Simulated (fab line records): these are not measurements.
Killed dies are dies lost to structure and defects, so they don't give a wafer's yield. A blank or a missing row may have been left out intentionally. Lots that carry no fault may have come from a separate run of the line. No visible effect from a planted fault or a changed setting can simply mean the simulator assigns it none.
fab line records -- flow nandHarc
record lots=7, wafers=21, lastDay=25
route steps=1159 shown P_M2@331 END@1159
lots with no fault: from the same line, run without faults
startH: hours from the record's first day to the start of the lot's first wafer shown -- waitH: how many hours have passed since the lot's step before this one -- " as in the row above -- L1.1+2: a row that stands for several wafers -- - no value, or no start given -- * or withheld: withheld -- < > ~ a bound
route shown NAME@n: NAME is a module with steps in the file, n the number in the route of the first one -- usual: the fault-free wafers' mean and standard deviation -- same: alike in all rows -- chamber/n: place in a boat -- sites: per-site readings -- _std_site: the standard deviation of these -- _edge_site: the outer-site mean with the inner-site mean subtracted -- radiusMm: for every site, how far away it sits from the centre of the wafer -- mask NAME#n: copy n -- behind: the most recent tool/chamber to have shaped the wafer -- hold: why the lot was held/for how many hours/how that ended -- device: transistor that didn't switch, given as n, p or np -- end of line: the same wafers' tests at the end of the route -- where a step has no rows: the recipe by itself -- killed: not the wafer's yield, but the dies lost to structure and defects at the first sort -- map: per-die view of a wafer (x killed, . not killed, _ where there is no die)
set.NAME: the setting the step ran with; set.NAME@STEP: the setting that earlier step ran with -- model.NAME: the simulator's own value behind a step, which no gauge read
lots at some steps of the route; a table a step, a row a wafer
services: a tool's chamber out of use, with start hour (startH, from the record's first day; less than 0 if before it), hours out, and reason
## steps
# step NHARC_P_M2_DESCUM_14
# recipe timeS=3, o2FlowSccm=200, arFlowSccm=0, biasPowerW=0, chemistry=O2
# usual drypumpMotorCurrentA=5.7/0.58, oesProductAu=1.003/0.015, rfVppV=57.9/0.94, showerheadPlenumPTorr=1.95/0.1, throttleValvePct=11.311/0.009
lot.wafer,tool,chamber,startH,waitH,drypumpMotorCurrentA,oesProductAu,rfHoursCounterH,rfVppV,showerheadPlenumPTorr,throttleValvePct
L439.3,rieDiel-02,2,150.47,0.1,5.6,1.017,6,57.3,2.07,11.317
L439.2,rieDiel-02,3,150.47,0.1,5.3,0.995,7,58.3,2.06,11.296
L439.6,rieDiel-02,1,150.47,0.1,6.6,1.024,-,60.4,1.98,11.321
L452.3,rieDiel-02,3,231.03,0.1,5.3,0.987,2,59.1,2.06,11.310
L452.4,rieDiel-02,1,231.03,0.1,6.6,1.002,3,59.6,1.97,11.307
L452.6,rieDiel-02,3,231.03,0.1,5.3,0.977,-,57.8,2.06,11.314
L453.1,rieDiel-02,0,237.23,0.1,5.1,0.988,3,59.0,1.84,11.313
L453.3,rieDiel-02,1,237.23,0.1,6.6,0.997,3,57.8,1.97,11.301
L453.6,rieDiel-02,0,237.23,0.1,5.0,0.993,-,57.6,1.84,11.310
L454.2,rieDiel-02,2,246.49,0.1,5.7,1.031,3,58.2,2.07,11.313
L454.4,rieDiel-02,3,246.49,0.1,5.2,0.977,3,59.1,2.06,11.311
L454.6,rieDiel-02,2,246.49,0.1,5.7,1.017,-,58.9,2.07,11.313
L455.3,rieDiel-02,2,252.60,0.1,5.7,1.019,3,57.0,2.07,11.321
L455.1,rieDiel-02,0,252.60,0.1,5.1,0.987,4,58.2,1.84,11.319
L455.5,rieDiel-02,2,252.60,0.1,5.6,1.015,-,58.7,2.07,11.310
L456.2,rieDiel-02,0,253.21,0.1,5.0,1.000,4,57.4,1.84,11.329
L456.4,rieDiel-02,1,253.21,0.1,6.6,1.011,4,58.5,1.97,11.318
L456.6,rieDiel-02,0,253.21,0.1,5.0,0.996,-,57.5,1.84,11.301
L457.1,rieDiel-02,2,257.09,0.1,5.7,1.019,4,57.8,2.07,11.316
L457.5,rieDiel-02,3,257.09,0.1,5.2,0.972,-,59.2,2.06,11.313
L457.6,rieDiel-02,0,257.09,0.1,5.1,0.996,-,57.5,1.84,11.314
# step NHARC_P_M2_ETCH_35
# recipe targetDepthA=400, overetchA=120, timeS=43.94, ionEnergyEv=200, n2FlowSccm=150, h2FlowSccm=150, arFlowSccm=0, rfW=400, biasW=150, chemistry=N2/H2
# step NHARC_P_M2_ETCH_15
# recipe targetDepthA=1825, timeS=91.2, c4f8FlowSccm=withheld, arFlowSccm=400, rfW=600, biasW=300, chemistry=C4F8/Ar
# step NHARC_P_M2_CD_MEAS_16
# usual cdNm=169.6/1
lot.wafer,tool,chamber,startH,waitH,cdNm
L439.2,cdSem-01,-,150.76,-,169.0
L439.3,cdSem-01,-,150.76,-,171.3
L439.6,cdSem-01,-,150.76,-,171.4
L452.3,cdSem-03,-,231.50,-,169.6
L452.4,cdSem-03,-,231.50,-,167.6
L452.6,cdSem-03,-,231.50,-,168.8
L453.1,cdSem-02,-,237.54,-,169.0
L453.3,cdSem-02,-,237.54,-,167.3
L453.6,cdSem-02,-,237.54,-,169.7
L454.2,cdSem-03,-,246.79,-,169.8
L454.4,cdSem-03,-,246.79,-,169.0
L454.6,cdSem-03,-,246.79,-,169.7
L455.1,cdSem-02,-,252.90,-,171.2
L455.3,cdSem-02,-,252.90,-,169.0
L455.5,cdSem-02,-,252.90,-,169.6
L456.2,cdSem-02,-,253.52,-,171.2
L456.4,cdSem-02,-,253.52,-,169.4
L456.6,cdSem-02,-,253.52,-,171.7
L457.1,cdSem-01,-,257.84,-,169.1
L457.5,cdSem-01,-,257.84,-,169.3
L457.6,cdSem-01,-,257.84,-,170.6
# step NHARC_P_M2_STRIP_18
# recipe powerW=1000, n2FlowSccm=150, h2FlowSccm=150, arFlowSccm=0, biasW=0, chemistry=N2/H2
# usual drypumpMotorCurrentA=5.7/0.53, oesProductAu=1.001/0.013, rfVppV=90.9/1, showerheadPlenumPTorr=2.07/0.11, throttleValvePct=14.172/0.0088
lot.wafer,tool,chamber,startH,waitH,drypumpMotorCurrentA,oesProductAu,rfHoursCounterH,rfVppV,showerheadPlenumPTorr,throttleValvePct
L439.2,rieDiel-07,2,150.84,0.1,6.8,0.998,31,90.6,2.03,14.172
L439.3,rieDiel-07,0,150.84,0.1,5.3,1.024,32,91.1,1.91,14.167
L439.6,rieDiel-07,3,150.84,0.1,5.4,1.004,-,91.7,2.21,14.165
L452.4,rieDiel-02,1,231.58,0.1,6.6,1.001,3,89.6,2.11,14.179
L452.3,rieDiel-02,2,231.58,0.1,5.7,1.012,2,91.0,2.21,14.197
L452.6,rieDiel-02,2,231.58,0.1,5.6,1.010,-,91.5,2.21,14.183
L453.1,rieDiel-05,3,237.63,0.1,5.5,1.021,14,89.5,1.96,14.168
L453.3,rieDiel-05,2,237.63,0.1,5.6,1.002,14,89.5,1.96,14.169
L453.6,rieDiel-05,0,237.63,0.1,5.6,0.993,-,90.1,1.91,14.181
L454.4,rieDiel-02,0,246.86,0.1,5.1,0.982,3,89.2,1.96,14.157
L454.2,rieDiel-02,1,246.86,0.1,6.6,1.004,3,89.8,2.11,14.160
L454.6,rieDiel-02,1,246.86,0.1,6.6,0.997,-,90.5,2.11,14.174
L455.3,rieDiel-02,3,253.03,0.1,5.3,0.977,3,92.7,2.20,14.177
L455.1,rieDiel-02,0,253.03,0.1,5.1,0.996,4,90.5,1.96,14.181
L455.5,rieDiel-02,2,253.03,0.1,5.7,1.036,-,90.8,2.21,14.176
L456.2,rieDiel-02,3,253.62,0.1,5.3,0.979,3,91.2,2.20,14.173
L456.4,rieDiel-02,1,253.62,0.1,6.6,1.003,4,89.6,2.11,14.166
L456.6,rieDiel-02,2,253.62,0.1,5.7,1.025,-,93.8,2.21,14.155
L457.1,rieDiel-05,1,258.00,0.1,5.4,0.985,19,89.4,1.98,14.167
L457.5,rieDiel-05,2,258.00,0.1,5.6,0.988,-,90.9,1.96,14.165
L457.6,rieDiel-05,3,258.00,0.1,5.5,1.016,-,90.3,1.96,14.175
# step NHARC_P_M2_ETCH_28
# recipe targetDepthA=300, overEtchFrac=0.3, timeS=72.99, ionEnergyEv=150, cf4FlowSccm=50, n2FlowSccm=100, arFlowSccm=150, rfW=300, biasW=100, chemistry=CF4/N2
# step NHARC_P_M2_STRIP_19
# recipe timeS=600, tempC=30, chemistry=postEtchResidueRemover
# step NHARC_P_M2_DEGAS_29
# recipe tempC=250, timeS=60
# step NHARC_P_M2_PRE_CLEAN_30
# recipe timeS=30, tempC=280, gas=H2/He
# usual heaterPowerW=407/46
lot.wafer,tool,chamber,startH,waitH,heaterPowerW
L439.2,pvdSputter-01,-,-,-,440
L439.3,pvdSputter-01,-,-,-,304
L439.6,pvdSputter-01,-,-,-,446
L452.4,pvdSputter-01,-,-,-,431
L452.3,pvdSputter-01,-,-,-,320
L452.6,pvdSputter-01,-,-,-,447
L453.3,pvdSputter-03,-,-,-,399
L453.1,pvdSputter-03,-,-,-,484
L453.6,pvdSputter-03,-,-,-,414
L454.4,pvdSputter-03,-,-,-,379
L454.2,pvdSputter-03,-,-,-,401
L454.6,pvdSputter-03,-,-,-,380
L455.1,pvdSputter-02,-,-,-,469
L455.3,pvdSputter-02,-,-,-,356
L455.5,pvdSputter-02,-,-,-,378
L456.2,pvdSputter-01,-,-,-,317
L456.4,pvdSputter-01,-,-,-,449
L456.6,pvdSputter-01,-,-,-,400
L457.1,pvdSputter-02,-,-,-,469
L457.5,pvdSputter-02,-,-,-,380
L457.6,pvdSputter-02,-,-,-,352
# step NHARC_P_M2_PVD_20
# recipe targetThkA=50, biasV=168.6, powerW=15000, chamberPressurePa=0.12, timeS=8.06, substrateTempC=50, material=TaN
# usual throttleValvePct=30.4/0.97
lot.wafer,tool,chamber,startH,waitH,throttleValvePct
L439.2,pvdSputter-01,-,-,-,30.9
L439.3,pvdSputter-01,-,-,-,30.6
L439.6,pvdSputter-01,-,-,-,30.8
L452.3,pvdSputter-01,-,-,-,30.0
L452.4,pvdSputter-01,-,-,-,29.5
L452.6,pvdSputter-01,-,-,-,30.7
L453.3,pvdSputter-03,-,-,-,30.7
L453.1,pvdSputter-03,-,-,-,30.0
L453.6,pvdSputter-03,-,-,-,30.6
L454.4,pvdSputter-03,-,-,-,30.4
L454.2,pvdSputter-03,-,-,-,30.7
L454.6,pvdSputter-03,-,-,-,30.2
L455.1,pvdSputter-02,-,-,-,31.9
L455.3,pvdSputter-02,-,-,-,29.8
L455.5,pvdSputter-02,-,-,-,31.7
L456.4,pvdSputter-01,-,-,-,29.8
L456.2,pvdSputter-01,-,-,-,30.0
L456.6,pvdSputter-01,-,-,-,31.6
L457.1,pvdSputter-02,-,-,-,27.8
L457.6,pvdSputter-02,-,-,-,31.8
L457.5,pvdSputter-02,-,-,-,29.5
# step NHARC_P_M2_PVD_21
# recipe targetThkA=300, chamberPressurePa=5, powerW=5000, substrateTempC=30, timeS=20.49, material=Cu
# usual throttleValvePct=30.4/0.98
lot.wafer,tool,chamber,startH,waitH,throttleValvePct
L439.2,pvdSputter-01,-,-,-,31.1
L439.3,pvdSputter-01,-,-,-,30.1
L439.6,pvdSputter-01,-,-,-,30.4
L452.3,pvdSputter-01,-,-,-,31.4
L452.4,pvdSputter-01,-,-,-,29.2
L452.6,pvdSputter-01,-,-,-,30.7
L453.1,pvdSputter-03,-,-,-,30.2
L453.3,pvdSputter-03,-,-,-,31.7
L453.6,pvdSputter-03,-,-,-,30.4
L454.4,pvdSputter-03,-,-,-,30.3
L454.2,pvdSputter-03,-,-,-,32.1
L454.6,pvdSputter-03,-,-,-,30.4
L455.3,pvdSputter-02,-,-,-,29.7
L455.1,pvdSputter-02,-,-,-,31.6
L455.5,pvdSputter-02,-,-,-,29.7
L456.2,pvdSputter-01,-,-,-,29.4
L456.4,pvdSputter-01,-,-,-,30.6
L456.6,pvdSputter-01,-,-,-,31.4
L457.1,pvdSputter-02,-,-,-,29.5
L457.6,pvdSputter-02,-,-,-,29.7
L457.5,pvdSputter-02,-,-,-,29.5
# step NHARC_P_M2_ECD_22
# recipe targetThkA=4000, bathTempC=25, material=Cu
# step NHARC_P_M2_ANNEAL_31
# recipe tempC=225, timeS=90
# usual annealTempC=225.00/0.17, annealTempCMax=226.5/0.44, wafer_temp_C_max=226.0/0.33
lot.wafer,tool,chamber,startH,waitH,annealTempC,annealTempCMax,wafer_temp_C_max
L439.2,rtpAnneal-02,0,152.27,0.4,224.96,226.7,225.9
L439.3,rtpAnneal-02,0,152.27,0.4,225.05,227.0,226.0
L439.6,rtpAnneal-02,0,152.27,0.4,224.93,226.7,226.0
L452.3,rtpAnneal-02,-,233.17,-,-,-,-
L452.4,rtpAnneal-02,-,233.17,-,-,-,-
L452.6,rtpAnneal-02,-,233.17,-,-,-,-
L453.1,rtpAnneal-01,-,239.05,-,-,-,-
L453.3,rtpAnneal-01,-,239.05,-,-,-,-
L453.6,rtpAnneal-01,-,239.05,-,-,-,-
L454.2,rtpAnneal-01,-,248.30,0.4,-,-,-
L454.4,rtpAnneal-01,-,248.30,0.4,-,-,-
L454.6,rtpAnneal-01,-,248.30,0.4,-,-,-
L455.1,rtpAnneal-02,0,255.28,-,224.97,226.5,225.9
L455.3,rtpAnneal-02,0,255.28,-,225.14,227.3,225.9
L455.5,rtpAnneal-02,0,255.28,-,224.88,226.7,225.5
L456.2,rtpAnneal-01,0,255.45,0.6,225.24,226.2,226.3
L456.4,rtpAnneal-01,0,255.45,0.6,225.30,226.3,226.0
L456.6,rtpAnneal-01,0,255.45,0.6,225.02,226.1,226.0
L457.1,rtpAnneal-02,0,259.32,-,224.87,226.6,225.7
L457.5,rtpAnneal-02,0,259.32,-,224.80,226.2,225.9
L457.6,rtpAnneal-02,0,259.32,-,224.83,226.8,225.8
# step NHARC_P_M2_CMP_23
# recipe tOverpolishS=20, targetThkNm=144.3
# step NHARC_END_SORT_01
# recipe tempC=25
# usual defectLimitedYield=95.4/1.8, killedAtArray=28/11, killedAtOther=0.7/0.88, killedAtPeriphery=3.1/2.2, killedDies=31/12, killedOpen=3.3/2, killedShort=2.0/1.6, sort_bin_2_pct=1.5/0.73, sort_bin_3_pct=0.27/0.22, sort_bin_4_pct=2.9/1.1, sortNPass=646/12, sortRimYieldPct=93/3.9, sortYieldPct=95.4/1.8
# same grossDies=677, sort_bin_5_pct[%]=0, sort_bin_6_pct[%]=0, sort_bin_7_pct[%]=0, sort_bin_8_pct[%]=0, sortRimNGross=106.00
lot.wafer,tool,chamber,startH,waitH,defectLimitedYield[%],killedAtArray,killedAtOther,killedAtPeriphery,killedDies,killedOpen,killedShort,sort_bin_2_pct[%],sort_bin_3_pct[%],sort_bin_4_pct[%],sortNPass,sortRimYieldPct[%],sortYieldPct[%]
L439.2,prober-01,0,467.70,2.8,96.8,17,0,5,22,1,1,0.9,0,2.4,655,92,96.8
L439.3,prober-01,0,468.49,3.1,97.0,17,1,2,20,3,3,0.4,0.44,2.1,657,92,97.0
L439.6,prober-01,0,470.85,3.9,97.0,14,3,3,20,1,0,0.6,0.15,2.2,657,92,97.0
L452.3,prober-02,0,571.66,3.1,94.8,9,1,25,35,3,2,4.0,0,1.2,642,98,94.8
L452.4,prober-02,0,572.46,3.4,93.8,11,1,30,42,2,2,5.0,0,1.2,635,92,93.8
L452.6,prober-02,0,574.07,4.0,93.4,11,1,33,45,3,2,5.5,0,1.2,632,93,93.4
L454.2,prober-02,0,578.62,2.8,86.7,49,1,40,90,4,2,6.8,0.74,5.8,587,72,86.7
L454.4,prober-02,0,580.22,3.4,89.5,45,1,25,71,6,2,5.3,0.74,4.4,606,73,89.5
L454.6,prober-02,0,581.82,4.0,91.7,42,0,14,56,1,2,4.1,0.44,3.7,621,83,91.7
L456.2,prober-01,0,578.78,2.8,94.1,35,0,5,40,6,0,1.9,0.59,3.4,637,92,94.1
L456.4,prober-01,0,580.37,3.4,94.2,33,1,5,39,5,3,2.1,0.15,3.5,638,93,94.2
L456.6,prober-01,0,581.97,4.0,91.4,53,0,5,58,10,3,2.7,1.03,4.9,619,87,91.4
L455.1,prober-02,0,585.58,2.5,92.0,49,0,5,54,5,0,2.8,0,5.2,623,86,92.0
L455.3,prober-02,0,587.17,3.1,91.6,55,0,2,57,5,5,2.4,0.89,5.2,620,86,91.6
L455.5,prober-02,0,588.76,3.7,92.3,51,0,1,52,4,4,2.2,0.44,5.0,625,88,92.3
L453.1,prober-01,0,585.71,2.5,92.0,25,0,29,54,3,1,4.4,0.44,3.1,623,76,92.0
L453.3,prober-01,0,587.33,3.1,93.1,23,0,24,47,3,0,4.0,0.15,2.8,630,74,93.1
L453.6,prober-01,0,589.77,4.1,92.2,24,0,29,53,3,1,5.3,0.15,2.4,624,75,92.2
L457.1,prober-02,0,593.36,2.5,93.2,35,4,7,46,5,0,1.9,0,4.9,631,89,93.2
L457.5,prober-02,0,596.56,3.7,93.5,35,2,7,44,2,5,1.8,0.30,4.4,633,97,93.5
L457.6,prober-02,0,597.36,4.0,94.4,34,1,3,38,4,2,2.1,0.30,3.2,639,93,94.4
# killed by level:class
L439.2 A_SLIT:chamberFilmFlake=11 P_GATE:chamberFilmFlake=4 A_CHANNEL_HOLE_D1:chamberFilmFlake=3 A_WL_FILL:geometricParticle:short=1 A_WL_FILL:geometricParticle:open=1 P_STI:chamberFilmFlake=1 A_STAIRCASE:chamberFilmFlake=1
L439.3 A_SLIT:chamberFilmFlake=10 A_SGD_CUT:geometricParticle:short=2 A_CHANNEL_HOLE_D1:geometricParticle:open=1 A_CHANNEL_FILL_D1:geometricParticle:open=1 A_WL_FILL:geometricParticle:short=1 A_BLC:geometricParticle:open=1 P_STI:chamberFilmFlake=1 P_GATE:chamberFilmFlake=1
L439.6 A_SLIT:chamberFilmFlake=6 A_STAIRCASE:chamberFilmFlake=3 THIN_TSV:chamberFilmFlake=3 A_BLC:chamberFilmFlake=2 P_CONTACT:geometricParticle:open=1 P_STI:chamberFilmFlake=1 P_GATE:chamberFilmFlake=1 A_CHANNEL_HOLE_D1:chamberFilmFlake=1
L452.3 P_M2:areaAnneal=24 A_CHANNEL_HOLE_D1:chamberFilmFlake=4 A_WL_FILL:geometricParticle:short=2 P_GATE:geometricParticle:open=1 A_WL_FILL:geometricParticle:open=1 STARTING-WAFER:geometricParticle:open=1 A_CHANNEL_FILL_D1:chamberFilmFlake=1 A_STAIRCASE:chamberFilmFlake=1
L452.4 P_M2:areaAnneal=29 A_CHANNEL_HOLE_D1:chamberFilmFlake=5 A_SGD_CUT:geometricParticle:short=1 A_CONTACT:geometricParticle:open=1 A_BLC:geometricParticle:open=1 A_M1:geometricParticle:short=1 P_ZERO_WELL:chamberFilmFlake=1 A_STAIRCASE:chamberFilmFlake=1
L452.6 P_M2:areaAnneal=31 A_CHANNEL_HOLE_D1:chamberFilmFlake=7 A_CONTACT:geometricParticle:open=2 P_M1:geometricParticle:open=1 A_CHANNEL_HOLE_D1:geometricParticle:short=1 A_WL_FILL:geometricParticle:short=1 P_STI:chamberFilmFlake=1 HYBRID_BOND:latent=1
L454.2 P_M2:areaAnneal=29 A_SLIT:chamberFilmFlake=17 A_CHANNEL_HOLE_D1:chamberFilmFlake=15 A_STAIRCASE:chamberFilmFlake=7 A_CONTACT:chamberFilmFlake=5 P_ZERO_WELL:chamberFilmFlake=4 P_CONTACT:geometricParticle:open=2 P_GATE:chamberFilmFlake=2
L456.2 A_SLIT:chamberFilmFlake=13 A_CONTACT:chamberFilmFlake=8 A_CHANNEL_HOLE_D1:chamberFilmFlake=6 P_STI:chamberFilmFlake=4 A_STAIRCASE:chamberFilmFlake=2 P_CONTACT:geometricParticle:open=1 A_SOURCE_PLATE:geometricParticle:open=1 A_ONON_D1:geometricParticle:open=1
L454.4 P_M2:areaAnneal=21 A_SLIT:chamberFilmFlake=15 A_CHANNEL_HOLE_D1:chamberFilmFlake=14 A_CONTACT:chamberFilmFlake=6 A_M0:geometricParticle:open=2 A_STAIRCASE:chamberFilmFlake=2 P_GATE:geometricParticle:short=1 P_CONTACT:geometricParticle:open=1
L456.4 A_SLIT:chamberFilmFlake=16 A_CHANNEL_HOLE_D1:chamberFilmFlake=6 P_STI:chamberFilmFlake=4 A_CONTACT:chamberFilmFlake=4 P_GATE:geometricParticle:open=1 A_SOURCE_PLATE:geometricParticle:open=1 A_ONON_D1:geometricParticle:open=1 A_CHANNEL_HOLE_D1:geometricParticle:short=1
L454.6 A_SLIT:chamberFilmFlake=15 P_M2:areaAnneal=13 A_CHANNEL_HOLE_D1:chamberFilmFlake=12 A_CONTACT:chamberFilmFlake=6 A_STAIRCASE:chamberFilmFlake=5 A_ONON_D1:geometricParticle:open=1 A_CHANNEL_FILL_D1:geometricParticle:short=1 A_WL_FILL:geometricParticle:short=1
L456.6 A_SLIT:chamberFilmFlake=21 A_CHANNEL_HOLE_D1:chamberFilmFlake=10 A_CONTACT:chamberFilmFlake=6 A_STAIRCASE:chamberFilmFlake=4 A_CONTACT:geometricParticle:open=3 P_STI:chamberFilmFlake=3 A_CHANNEL_FILL_D1:geometricParticle:open=2 A_WL_FILL:geometricParticle:short=2
L455.1 A_CHANNEL_HOLE_D1:chamberFilmFlake=17 A_SLIT:chamberFilmFlake=11 A_STAIRCASE:chamberFilmFlake=6 A_CONTACT:chamberFilmFlake=5 P_STI:chamberFilmFlake=4 A_WL_FILL:geometricParticle:open=2 A_SGD_CUT:chamberFilmFlake=2 A_WL_FILL:chamberFilmFlake=2
L453.1 P_M2:areaAnneal=22 A_CHANNEL_HOLE_D1:chamberFilmFlake=14 P_CONTACT:chamberFilmFlake=6 A_CONTACT:chamberFilmFlake=4 A_STAIRCASE:chamberFilmFlake=2 P_CONTACT:geometricParticle:open=1 A_WL_FILL:geometricParticle:open=1 A_CONTACT:geometricParticle:open=1
L455.3 A_SLIT:chamberFilmFlake=18 A_CHANNEL_HOLE_D1:chamberFilmFlake=17 A_STAIRCASE:chamberFilmFlake=9 A_CONTACT:geometricParticle:open=3 A_CHANNEL_FILL_D1:geometricParticle:short=2 A_ONON_D1:geometricParticle:open=1 A_CHANNEL_FILL_D1:geometricParticle:open=1 A_SGD_CUT:geometricParticle:short=1
L453.3 P_M2:areaAnneal=22 A_CHANNEL_HOLE_D1:chamberFilmFlake=13 A_CONTACT:geometricParticle:open=3 A_SLIT:chamberFilmFlake=2 A_CONTACT:chamberFilmFlake=2 P_STI:chamberFilmFlake=1 P_CONTACT:chamberFilmFlake=1 A_CHANNEL_FILL_D1:chamberFilmFlake=1
L455.5 A_CHANNEL_HOLE_D1:chamberFilmFlake=19 A_SLIT:chamberFilmFlake=11 A_STAIRCASE:chamberFilmFlake=10 A_CONTACT:chamberFilmFlake=4 A_CHANNEL_FILL_D1:geometricParticle:short=2 A_BLC:geometricParticle:open=2 P_M0:geometricParticle:open=1 A_WL_FILL:geometricParticle:short=1
L453.6 P_M2:areaAnneal=27 A_CHANNEL_HOLE_D1:chamberFilmFlake=13 A_CONTACT:chamberFilmFlake=4 A_STAIRCASE:chamberFilmFlake=3 P_GATE:geometricParticle:open=1 A_WL_FILL:geometricParticle:short=1 A_CONTACT:geometricParticle:open=1 A_BLC:geometricParticle:open=1
L457.1 A_SLIT:chamberFilmFlake=16 A_CONTACT:chamberFilmFlake=7 A_M0:chamberFilmFlake=5 THIN_TSV:chamberFilmFlake=4 P_STI:chamberFilmFlake=3 A_CHANNEL_HOLE_D1:chamberFilmFlake=3 P_GATE:chamberFilmFlake=2 P_CONTACT:geometricParticle:open=1
L457.5 A_SLIT:chamberFilmFlake=10 A_CONTACT:chamberFilmFlake=7 A_CHANNEL_HOLE_D1:chamberFilmFlake=5 P_STI:chamberFilmFlake=3 A_WL_FILL:chamberFilmFlake=3 P_BONDPAD:chamberFilmFlake=2 A_STAIRCASE:chamberFilmFlake=2 A_SGD_CUT:chamberFilmFlake=2
L457.6 A_SLIT:chamberFilmFlake=13 A_CONTACT:chamberFilmFlake=4 A_CHANNEL_HOLE_D1:chamberFilmFlake=3 A_STAIRCASE:chamberFilmFlake=3 A_M0:chamberFilmFlake=3 A_CONTACT:geometricParticle:open=2 P_BONDPAD:chamberFilmFlake=2 P_M0:geometricParticle:open=1
# map L452.6 (x killed, . not)
____________.____________
_________x....xx_________
_______....x......_______
______......x......______
_____..xx.x.x.xx...x_____
____.....x.....x.....____
____....x.....x......____
___...................___
___.x.........x.......___
__.....xx...x..........__
__........x............__
_............x.xx......._
_....x.........x........_
_.xx....x...x..........._
_......................._
_............x.x......x._
.................x.......
.........................
.......x................x
..........x..........x...
...........x.............
_......................x_
_.....................x._
_......................._
_......................._
_...................x..x_
__...................x.__
__.....................__
___...................___
___...................___
____.................____
____.................____
_____..............._____
______.............______
_______..........._______
_________......._________
____________.____________
# map L453.1 (x killed, . not)
____________.____________
_________...x..._________
_______..........._______
______.............______
_____..............._____
____.........x.......____
____.................____
___...................___
___..................x___
__.....................__
__.....................__
_......................._
_..................x...x_
_.....................x._
_................x.x...x_
_......................._
..................x...xx.
................x........
.........................
.....................x..x
.............x..........x
_....................x.._
_.....................x._
_......................x_
_...............x.x....x_
_.x...x................x_
__....................x__
__.........x......x...x__
___x..................___
___...xx..............___
____xxxx.............____
____xxxx.x........xx.____
_____.x...........x._____
______xxx........x.______
_______x...x.....x_______
_________.....x._________
____________.____________
## services
tool,chamber,startH,hours,kind
rieDiel-02,0,129.77,-,clean
rieDiel-02,1,129.77,-,clean
rieDiel-02,2,129.77,-,clean
rieDiel-02,3,129.77,-,clean
rieDiel-07,1,135.03,6.1,repair
rieDiel-02,-,150.70,9.0,pm
rieDiel-02,0,150.70,9.0,ventCycle
rieDiel-02,1,150.70,9.0,ventCycle
rieDiel-02,2,150.70,9.0,ventCycle
rieDiel-02,3,150.70,9.0,ventCycle
pvdSputter-01,-,158.01,10.0,pm
rieDiel-02,0,159.70,-,clean
rieDiel-05,-,164.53,9.0,pm
rieDiel-07,-,176.05,0.4,repair
rieDiel-07,0,184.27,24.8,repair
rieDiel-07,2,184.34,8.4,repair
rieDiel-07,3,189.75,17.8,repair
rieDiel-05,3,193.54,2.9,repair
pvdSputter-03,-,198.68,17.0,repair
pvdSputter-02,-,214.00,10.0,pm
rieDiel-07,-,215.01,1.7,repair
rieDiel-02,-,220.32,0.4,repair
rieDiel-07,-,228.46,9.0,pm
pvdSputter-02,-,229.81,2.5,repair
## key
firstSign step=NHARC_P_M2_ANNEAL_31, reading=toolRecord, direction=missing
effect step=NHARC_END_SORT_01, reading=killedAtPeriphery, direction=up, sigmas=11, usual=3.1, struck=27.7
moreKillsBornAt NHARC_P_M2_ANNEAL_31@rtpAnneal-01=134, NHARC_P_M2_ANNEAL_31@rtpAnneal-02=84
metAt NHARC_P_M2_ANNEAL_31
struckWafers L452.3,L452.4,L452.6,L453.1,L453.3,L453.6,L454.2,L454.4,L454.6
onsetBetween 152.27 233.17
fault kind=skippedStepWhole, tool=rtpAnneal-01,rtpAnneal-02, chamber=-, onsetH=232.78, steps=NHARC_P_M2_ANNEAL_31, scope=struckLotsOnly
